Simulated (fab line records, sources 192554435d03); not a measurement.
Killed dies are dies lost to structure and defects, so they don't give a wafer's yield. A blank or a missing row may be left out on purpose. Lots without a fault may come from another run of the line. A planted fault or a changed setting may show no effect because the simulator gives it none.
fab line records | flow n5_finfet
record lots=5 wafers=15 last_day=18
route steps=1938 shown MOL_CONTACT_COAG@625 BEOL_M0_SAQP@632 BEOL_M4@1111
lots that met no fault: from a run of the same line without faults
start_h: hours from the record's first day to the start of the lot's first wafer shown | wait_h: hours since the lot's step before | " the same as in the row above | L1.1+2: a row that stands for several wafers | - no value, or no start given | * or withheld: withheld | < > ~ a bound
route shown NAME@n: a module of which the file shows steps, and the number in the route of the first | usual: mean/standard deviation of fault-free wafers | same: alike in all rows | chamber/n: place in a boat | sites: the reading at each site | _std_site: their standard deviation | _edge_site: outer sites' mean less inner sites' | radius_mm: how far each site lies from the wafer's centre | mask NAME#n: copy n | behind: the tool/chamber that last shaped the wafer | hold: why the lot was held/for how many hours/how that ended | device: the transistor (n, p or np) that didn't switch | end of line: the same wafers' tests at the end of the route | a step without rows: its recipe alone | killed: dies lost to structure and defects at the first sort, not the wafer's yield | map: a wafer's dies, x killed, . not, _ none there
set.NAME: the setting as run; set.NAME@STEP: as run at that earlier step | model.NAME: the simulator's own value behind a step, which no gauge read
lots at some steps of the route; a table a step, a row a wafer
services: from which hour (start_h, from the record's first day; less than 0 if before it) a tool's chamber was out of use, for how many hours, and why
## steps
# step N5_MOL_CONTACT_COAG_PRECLEAN_127
# recipe chemistry=DIW time_s=57.5 temp_c=23
# step N5_MOL_CONTACT_COAG_SRD_128
# recipe dry_time_s=32 dry=n2_spin spin_rpm=1500
# step N5_MOL_CONTACT_COAG_CMP_52
# recipe stop_on=SiO2 t_overpolish_s=1.5 post_cmp_clean=w_dilute_nh4oh down_force_psi=4 platen_rpm=50.289 pad_velocity_m_s=1.0006 target_thk_nm=66.5
# step N5_MOL_CONTACT_COAG_ANNEAL_112
# recipe temp_c=400 time_s=1800 ambient=HPD2 pressure_atm=10
# step N5_BEOL_M0_SAQP_PECVD_00
# recipe material=SiCN target_thk_a=80 temp_c=withheld precursor=3MS/NH3 pressure_torr=3 rf_w=202 time_s=14
# step N5_BEOL_M0_SAQP_ILD_DEP_01
# recipe material=SiOC target_thk_a=454.19 temp_c=350 precursor=DEMS/O2 pressure_torr=5 rf_w=500 time_s=8.7
# step N5_BEOL_M0_SAQP_HM_DEP_02
# recipe material=TiN target_thk_a=120 temp_c=25 chamber_pressure_pa=0.49996
# step N5_BEOL_M0_SAQP_PECVD_03
# recipe material=SiCN target_thk_a=120 temp_c=withheld precursor=3MS/NH3 pressure_torr=3 rf_w=202 time_s=21.1
# step N5_BEOL_M0_SAQP_PECVD_96
# recipe material=a-Si target_thk_a=450 temp_c=350 precursor=SiH4/He pressure_torr=3 rf_w=100 time_s=45.2
# step N5_BEOL_M0_SAQP_PECVD_97
# recipe material=SiNx target_thk_a=230 temp_c=350 precursor=SiH4/NH3/N2 pressure_torr=1.5 rf_w=300 time_s=19.9
# usual heater_power_w=552/74 showerhead_plenum_p_Torr=5.12/0.082 throttle_valve_pct=39.7/1.4
# columns lot.wafer tool chamber start_h wait_h heater_power_w showerhead_plenum_p_Torr throttle_valve_pct model.SiNx_of_BEOL_M0_SAQP_PECVD_97.thk_nm
L273.2 pecvd-01 0 153.95 0.0 522 4.99 39.8 22.8
L273.4 " 0 " " 514 5.00 39.3 23
L273.5 " 1 " " 505 5.11 41.9 23.4
L280.4 pecvd-01 0 189.67 0.0 545 4.99 39.6 23.2
L280.5 " 1 " " 432 5.10 41.8 8.8
L280.6 " 2 " " 512 5.07 42.1 23.2
L281.2 pecvd-01 1 202.33 0.0 477 5.09 41.9 8.6
L281.4 " 2 " " 561 5.06 42.2 23.2
L281.6 " 1 " " 487 5.10 42.1 8.6
L282.3 pecvd-01 0 206.42 0.0 528 5.00 39.8 22.8
L282.4 " 1 " " 442 5.10 41.7 8.4
L282.5 " 0 " " 536 4.99 39.6 23
L288.2 pecvd-02 0 240.84 0.0 509 5.16 39.7 22.4
L288.4 " 1 " " 603 5.11 40.9 23.2
L288.6 " 2 " " 537 5.19 38.9 22.8
# step N5_BEOL_M0_SAQP_PECVD_04
# recipe material=a-Si target_thk_a=600 temp_c=350 precursor=SiH4/He pressure_torr=3 rf_w=100 time_s=60.2
# step N5_BEOL_M0_SAQP_HM_DEP_111
# recipe material=SiO2 target_thk_a=120 temp_c=400 precursor=SiH4/N2O pressure_torr=0.75 rf_w=275 time_s=7.2
# step N5_BEOL_M0_SAQP_COAT_81
# recipe resist=SOC temp_c=250 time_s=60 spin_rpm=1500 resist_thk_nm=100
# step N5_BEOL_M0_SAQP_COAT_82
# recipe resist=SiARC temp_c=220 time_s=60 spin_rpm=1500 resist_thk_nm=30
# step N5_BEOL_M0_SAQP_COAT_08
# recipe resist=CAR-ArF spin_rpm=1500 resist_thk_nm=90
# step N5_BEOL_M0_SAQP_EBR_10
# recipe solvent=PGMEA ebr_width_mm=1.5
# step N5_BEOL_M0_SAQP_SOFTBAKE_09
# recipe temp_c=110 time_s=60 resist=CAR-ArF
# step N5_BEOL_M0_SAQP_EXPOSE_11
# recipe mask_id=M0_CORE na=1.35 source_shape=dipole sigma_inner=0.538 sigma_outer=0.738 polarization=te target_cd_nm=42 dose_mj=55
# step N5_BEOL_M0_SAQP_PEB_12
# recipe peb_temp_c=withheld peb_time_s=60 resist=CAR-ArF
# step N5_BEOL_M0_SAQP_DEVELOP_13
# recipe develop_time_s=30 developer=TMAH resist=CAR-ArF dev_temp_c=23 rinse_liquid=diw dry=air_spin
# step N5_BEOL_M0_SAQP_DESCUM_19
# recipe chemistry=O2 time_s=7.9 source_power_w=50 bias_power_w=20 pressure_mtorr=20 rf_frequency_hz=2.712e+07 temp_c=40 resist=CAR-ArF o2_flow_sccm=225
# step N5_BEOL_M0_SAQP_ETCH_83
# recipe chemistry=CF4 target=SiARC target_depth_a=390 mask_material=CAR-ArF time_s=65 ion_energy_ev=80 pressure_mtorr=40 source_w=545 bias_w=36 Ar_flow_sccm=100 cf4_flow_sccm=100 ends=cleared
# step N5_BEOL_M0_SAQP_ETCH_84
# recipe chemistry=N2/H2 target=SOC target_depth_a=1000 overetch_a=200 mask_material=SiARC temp_c=40 time_s=150 ion_energy_ev=200 pressure_mtorr=30 source_w=840 bias_w=150 n2_flow_sccm=200 h2_flow_sccm=200
# step N5_BEOL_M0_SAQP_STRIP_80
# recipe chemistry=N2/H2 temp_c=40 n2_flow_sccm=200 h2_flow_sccm=200 rf_frequency_hz=6e+07
# step N5_BEOL_M0_SAQP_HM_OPEN_112
# recipe chemistry=CHF3/O2 target=SiO2 stop_on=a-Si target_depth_a=120 over_etch_frac=1.25 mask_material=SOC time_s=13.5 pressure_mtorr=30 source_w=650 bias_w=170 Ar_flow_sccm=200 CHF3_flow_sccm=50 O2_flow_sccm=5 ion_energy_ev=200 ends=end_point
# step N5_BEOL_M0_SAQP_STRIP_113
# recipe chemistry=CHF3/O2 resist=SiARC rf_frequency_hz=6e+07
# step N5_BEOL_M0_SAQP_MANDREL_ETCH_20
# recipe target_depth_a=600 chemistry=HBr/Cl2 target=a-Si stop_on=SiNx bt_time_s=10 mask_material=SOC over_etch_frac=0.5 time_s=30 pressure_mtorr=10 icp_w=800 bias_w=75 HBr_flow_sccm=150 Cl2_flow_sccm=80 ends=end_point
# step N5_BEOL_M0_SAQP_STRIP_86
# recipe chemistry=N2/H2 power_w=500 temp_c=40 pressure_mtorr=50 rf_frequency_hz=6e+07 overash_fraction=0.3 bias_power_w=28 h2_frac=0.5 n2_flow_sccm=300 h2_flow_sccm=300
# step N5_BEOL_M0_SAQP_STRIP_115
# recipe chemistry=post_etch_residue_remover time_s=60 temp_c=25 remover_ph=withheld remover_water_wt_pct=withheld remover_fluoride_wt_pct=withheld
# step N5_BEOL_M0_SAQP_SRD_93
# recipe dry=ipa_marangoni time_s=30 temp_c=23 rinse_liquid=diw
# step N5_BEOL_M0_SAQP_RECESS_114
# recipe chemistry=HF/NH3 target=SiO2 target_depth_a=144 afs_cycles=3 temp_c=30 sublimation_temp_c=180 sublimation_time_s=60
# step N5_BEOL_M0_SAQP_SPACER1_ALD_98
# recipe material=SiO2 target_thk_a=128 temp_c=300 ald_precursor_family=BDEAS ald_co_reactant=O2-plasma pulse_time_s=1 purge_time_s=2 co_reactant_purge_time_s=2 ald_cycles=138 pressure_torr=2
# step N5_BEOL_M0_SAQP_SPACER1_ETCHBACK_99
# recipe chemistry=CHF3/O2 mode=anisotropic_etchback target=SiO2 target_depth_a=154 time_s=7.7 pressure_mtorr=30 source_w=650 bias_w=170 Ar_flow_sccm=200 CHF3_flow_sccm=50 O2_flow_sccm=5 ion_energy_ev=200
# step N5_BEOL_M0_SAQP_MANDREL1_REMOVE_100
# recipe chemistry=HBr/Cl2/O2 bt_time_s=10 target=a-Si stop_on=SiNx endpoint=OES-SiCl over_etch_frac=0.85 icp_w=600 bias_w=30 HBr_flow_sccm=150 Cl2_flow_sccm=80 O2_flow_sccm=5 pressure_mtorr=10
# step N5_BEOL_M0_SAQP_ETCH_106
# recipe chemistry=N2/H2 target=SOC target_depth_a=1500 stop_on=SiNx ion_energy_ev=100 bias_w=61 pressure_mtorr=30 source_w=850 n2_flow_sccm=200 h2_flow_sccm=200
# usual drypump_motor_current_A=5.64/0.28 oes_product_au=0.74/0.094 rf_vpp_V=240.5/1.3 showerhead_plenum_p_Torr=2.54/0.087 throttle_valve_pct=17.88/0.19
# columns lot.wafer tool chamber start_h wait_h drypump_motor_current_A oes_product_au rf_hours_counter_h rf_vpp_V showerhead_plenum_p_Torr throttle_valve_pct model.SiNx_of_BEOL_M0_SAQP_PECVD_97.thk_nm
L273.2 rie_diel-05 2 158.50 - 5.90 0.73 151 240.7 2.53 17.53 15.2
L273.4 " 2 " " 5.89 0.73 - 241.0 2.53 17.52 15.2
L273.5 " 0 " " 5.32 0.72 - 240.8 2.52 17.64 15.6
L280.4 rie_diel-04 0 194.80 - 5.67 0.70 - 241.3 2.51 18.06 15.4
L280.5 " 1 " " 5.93 0.71 - 241.5 2.66 17.85 1.2
L280.6 " 3 " " 5.49 0.70 - 237.3 2.41 18.15 15.4
L281.2 rie_diel-02 0 206.76 - 5.29 0.70 190 239.4 2.43 17.91 1.2
L281.4 " 3 " " 5.46 0.97 - 239.4 2.49 17.77 15.4
L281.6 " 1 " " 5.87 0.65 - 240.2 2.62 17.88 1.2
L282.3 rie_diel-02 1 209.39 - 5.82 0.65 245 242.4 2.62 17.87 15
L282.4 " 3 " " 5.49 0.96 - 241.5 2.49 17.78 1
L282.5 " 0 " " 5.32 0.70 - 239.0 2.43 17.92 15.2
L288.2 rie_diel-02 3 243.71 - 5.49 0.91 9 238.9 2.49 17.80 14.6
L288.4 " 3 " " 5.47 0.91 - 239.9 2.49 17.80 15.4
L288.6 " 0 " " 5.32 0.70 - 239.2 2.43 17.92 15.2
# step N5_BEOL_M4_RC_MEAS_101
# usual DIBL_N=35.6/1.7 DIBL_P=35.0/2 IOFF_N=0.148/0.027 IOFF_P=0.19/0.032 ION_N=671/14 ION_P=460/9.1 SS_N=71.3/0.62 SS_P=73.0/0.64 VT_N=251/3.2 VT_P=-251.5/2.9
# columns lot.wafer tool chamber start_h wait_h DIBL_N[mV/V] DIBL_P[mV/V] IOFF_N[nA/um] IOFF_P[nA/um] ION_N[uA/um] ION_P[uA/um] SS_N[mV/dec] SS_P[mV/dec] VT_N[mV] VT_P[mV]
L273.2 prober-02 0 215.76 0.2 35.3 34.3 0.155 0.19 677 456 71.8 73.3 249 -252.8
L273.4 " 0 " " 33.4 31.3 0.121 0.15 666 453 70.4 71.9 253 -255.4
L273.5 " 0 " " 34.8 33.3 0.147 0.18 687 465 70.6 72.7 249 -249.8
L280.4 prober-02 0 277.38 0.5 38.5 37.0 0.162 0.19 658 448 71.8 73.5 253 -254.6
L280.5 " 0 " " 37.3 34.4 0.136 0.17 655 447 71.3 73.3 257 -256.0
L280.6 " 0 " " 39.0 37.9 0.167 0.21 673 460 71.2 74.2 253 -251.9
L281.2 prober-01 0 280.30 0.2 33.1 30.9 0.110 0.16 655 448 70.5 72.6 255 -255.2
L281.4 " 0 " " 37.2 35.9 0.177 0.23 674 458 72.4 73.5 250 -248.7
L281.6 " 0 " " 35.7 34.2 0.147 0.20 670 459 71.4 73.9 252 -252.3
L282.3 prober-02 0 282.14 0.3 34.0 33.8 0.119 0.17 667 458 70.3 72.6 256 -253.8
L282.4 " 0 " " 36.5 35.1 0.149 0.19 660 450 71.7 73.2 254 -252.9
L282.5 " 0 " " 34.0 33.3 0.117 0.16 656 450 70.5 72.7 257 -253.5
L288.2 prober-01 0 322.17 0.2 37.2 37.1 0.165 0.21 673 462 70.8 73.0 246 -249.8
L288.4 " 0 " " 37.3 36.3 0.151 0.18 671 452 71.6 73.3 252 -255.0
L288.6 " 0 " " 37.2 37.4 0.156 0.20 682 466 71.9 73.2 252 -252.4
## services
# columns tool chamber start_h hours kind
rie_diel-05 3 150.30 - clean
rie_diel-02 3 158.29 9.1 repair
pecvd-01 - 164.59 14.6 pm
rie_diel-02 3 186.90 - clean
rie_diel-02 3 186.90 - consumable_replace:focus_ring
rie_diel-02 3 186.90 19.3 scheduled_down
rie_diel-02 3 186.90 19.3 vent_cycle
rie_diel-02 1 189.70 2.6 repair
pecvd-01 2 202.43 - clean
pecvd-01 2 202.43 - consumable_replace:showerhead
pecvd-01 2 202.43 29.0 scheduled_down
pecvd-01 2 202.43 29.0 vent_cycle
rie_diel-02 2 206.43 - clean
rie_diel-02 2 206.43 - consumable_replace:focus_ring
rie_diel-02 2 206.43 20.5 scheduled_down
rie_diel-02 2 206.43 20.5 vent_cycle
rie_diel-04 0 207.73 1.7 repair
pecvd-02 - 213.43 0.8 repair
rie_diel-02 1 228.55 - clean
rie_diel-02 1 228.55 - consumable_replace:focus_ring
rie_diel-02 1 228.55 24.3 scheduled_down
rie_diel-02 1 228.55 24.3 vent_cycle
pecvd-01 1 232.63 - calibration
rie_diel-04 2 240.24 10.5 repair
## key
first_sign none at tools or gauges
model_effect step=N5_BEOL_M0_SAQP_PECVD_97 value=SiNx_of_BEOL_M0_SAQP_PECVD_97.thk_nm without=23.25 struck=8.6
model_effect step=N5_BEOL_M0_SAQP_ETCH_106 value=SiNx_of_BEOL_M0_SAQP_PECVD_97.thk_nm without=15.55 struck=1.15
met_at N5_BEOL_M0_SAQP_PECVD_97
struck_wafers L280.5,L281.2,L281.6,L282.4
baseline_loss step=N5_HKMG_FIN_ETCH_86 wafers=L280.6
onset_between 153.95 189.67
fault kind=process_parameter_drift tool=pecvd-01 chamber=1 onset_h=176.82 steps=N5_BEOL_M0_SAQP_PECVD_97 channel=time_s offset=* shape=step end_h=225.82 acts_in=* stated=*
# baseline_loss: these wafers lose ten dies or more at that step, a loss of the line's own and not of a fault; the sort's usual values leave them out
